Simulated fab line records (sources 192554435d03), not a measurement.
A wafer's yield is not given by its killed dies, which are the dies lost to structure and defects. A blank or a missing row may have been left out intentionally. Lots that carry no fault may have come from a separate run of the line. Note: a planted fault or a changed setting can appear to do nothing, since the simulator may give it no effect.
Chamber matching ; flow n5Finfet ; rieDiel-06 running N5_BEOL_M11_STRIP_19: 4 sister chambers
The step strips in O2. 14 wafers are shown with their chamber, then 7 later ones without.

WAFERS, EACH WITH ITS CHAMBER
wafer;chamber;showerheadPlenumPTorr (Torr);throttleValvePct (%);oesProductAu (a.u.)
L076.3;0;2.04;16.67;0.87
L076.4;2;2.06;16.95;0.68
L076.6;0;2.04;16.68;0.86
L075.3;2;2.06;16.92;0.70
L075.4;1;2.11;16.07;0.86
L075.6;2;2.06;16.92;0.70
L080.1;0;2.04;16.64;0.87
L080.4;3;2.21;16.69;0.81
L080.6;1;2.10;16.09;0.84
L081.1;3;2.21;16.68;0.82
L081.2;1;2.10;16.07;0.83
L081.5;3;2.21;16.67;0.81
L082.1;1;2.10;16.10;0.85
L082.4;2;2.05;16.94;0.69

SIGNATURES, as means of the wafers listed above
reading;chamber 0;chamber 1;chamber 2;chamber 3;scatter within a chamber
showerheadPlenumPTorr;2.0400;2.1025;2.0575;2.2100;0.00387
throttleValvePct;16.6633;16.0825;16.9325;16.6800;0.0155
oesProductAu;0.8667;0.8450;0.6925;0.8133;0.00953
Rule: distance of a wafer from a chamber = root of the sum over the readings of ((wafer's reading minus chamber's mean) / reading's scatter) squared. If the next closest chamber is less than 2 further off than the closest, the wafer can't be placed; otherwise it belongs to the closest. The scatter: the root of (the sum of the squares of (reading less its chamber's mean) over the shown wafers, divided by (wafers less chambers)).

WAFERS MISSING THEIR CHAMBER
wafer;showerheadPlenumPTorr (Torr);throttleValvePct (%);oesProductAu (a.u.)
L082.5;2.21;16.69;0.82
L085.2;2.20;16.70;0.80
L085.4;2.10;16.11;0.83
L085.6;2.05;16.96;0.68
L089.3;2.10;16.12;0.80
L089.4;2.03;16.72;0.85
L089.5;2.20;16.72;0.78

THE CHAMBER EACH PASSED THROUGH
wafer;from the rows above;in truth
L082.5;3;3
L085.2;3;3
L085.4;1;1
L085.6;2;2
L089.3;1;1
L089.4;0;0
L089.5;3;3
Correct placement for 7 of the 7. From these rows, 0 cannot be placed. Placed wrongly: 0.
